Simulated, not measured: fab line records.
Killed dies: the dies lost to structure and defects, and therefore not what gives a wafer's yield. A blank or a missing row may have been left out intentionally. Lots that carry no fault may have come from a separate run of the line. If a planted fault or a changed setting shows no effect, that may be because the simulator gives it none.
Matching of chambers + flow n5Finfet + N5_FIN_CUT_STRIP_24 on rieDiel-05: 4 sister chambers
The step strips in CF4. 4 wafers are shown with their chamber, then 7 later ones without.

## EACH WAFER AND ITS CHAMBER
| wafer  | chamber | showerheadPlenumPTorr (Torr) |
|--------|---------|------------------------------|
| L079.5 | 2       | 1.81                         |
| L081.6 | 1       | 1.83                         |
| L084.2 | 0       | 1.75                         |
| L084.3 | 3       | 1.84                         |

## WAFERS MISSING THEIR CHAMBER
| wafer  | showerheadPlenumPTorr (Torr) |
|--------|------------------------------|
| L084.5 | 1.84                         |
| L086.2 | 1.83                         |
| L086.3 | 1.81                         |
| L086.6 | 1.75                         |
| L090.4 | 1.82                         |
| L090.5 | 1.82                         |
| L090.6 | 1.81                         |

## EACH ONE'S CHAMBER
| wafer  | from the rows above          | in truth |
|--------|------------------------------|----------|
| L084.5 | can't be placed: 3 or 1      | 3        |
| L086.2 | can't be placed: 1 or 3      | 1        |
| L086.3 | 2                            | 2        |
| L086.6 | 0                            | 0        |
| L090.4 | can't be placed: 1 or 2 or 3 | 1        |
| L090.5 | can't be placed: 1 or 2 or 3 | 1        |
| L090.6 | 2                            | 2        |
Correctly placed: 3 of 7. Cannot be placed on the basis of these rows: 4; the candidates contain the true chamber in 4. Number placed wrongly: 0.
How it was worked out, from the rows above alone: a wafer's distance from a chamber is the root of the sum, over the readings, of the square of ((its reading less the chamber's mean) divided by the reading's scatter). The wafer belongs to the nearest chamber; if the next one is less than 2 further off, it can't be placed. Each chamber's mean is taken over the wafers shown for it. The scatter: with one shown wafer a chamber, the root of the mean of the squares of how far each hidden wafer lies from its nearest shown one.
